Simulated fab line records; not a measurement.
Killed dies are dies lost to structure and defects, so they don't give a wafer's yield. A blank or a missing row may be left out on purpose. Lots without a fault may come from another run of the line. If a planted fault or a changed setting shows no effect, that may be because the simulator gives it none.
Chamber matching    flow nand-harc    NHARC_A_CONTACT_ETCH_51 on rie-diel-01 has 4 sister chambers
The step etches the open film in O2/COS, target depth 7000 nm, time 1820 s. 8 wafers are shown with their chamber, then 6 later ones without.

WAFERS WITH THEIR CHAMBER
wafer   chamber  showerhead-plenum-p-Torr (Torr)  run-length-s (s)
L466.6  3        2.97                             1840.4
L468.1  1        3.17                             1841.5
L474.1  1        3.17                             1841.4
L479.4  3        2.96                             1840.9
L479.5  0        3.10                             1840.8
L480.1  2        3.23                             1842.2
L480.4  0        3.10                             1841.0
L480.5  2        3.23                             1841.7

WAFERS WITH NO CHAMBER GIVEN
wafer   showerhead-plenum-p-Torr (Torr)  run-length-s (s)
L483.3  3.10                             1840.7
L483.4  3.22                             1841.8
L483.6  2.96                             1840.3
L485.3  3.22                             1842.1
L485.5  3.09                             1840.7
L485.6  2.96                             1840.6

EACH ONE'S CHAMBER
wafer   from the rows above  in truth
L483.3  0                    0
L483.4  2                    2
L483.6  3                    3
L485.3  2                    2
L485.5  0                    0
L485.6  3                    3
Correct placement for 6 of the 6. From these rows, 0 cannot be placed. 0 placed wrongly.
How it was worked out, from the rows above alone: a wafer's distance from a chamber is the root of the sum, over the readings, of the square of ((its reading less the chamber's mean) divided by the reading's scatter). If the next closest chamber is less than 2 further off than the closest, the wafer can't be placed; otherwise it belongs to the closest. A chamber's mean is the mean of its shown wafers. The scatter: take each reading less its chamber's mean, square it, sum over the shown wafers, divide by the number of wafers less the number of chambers, and take the root.
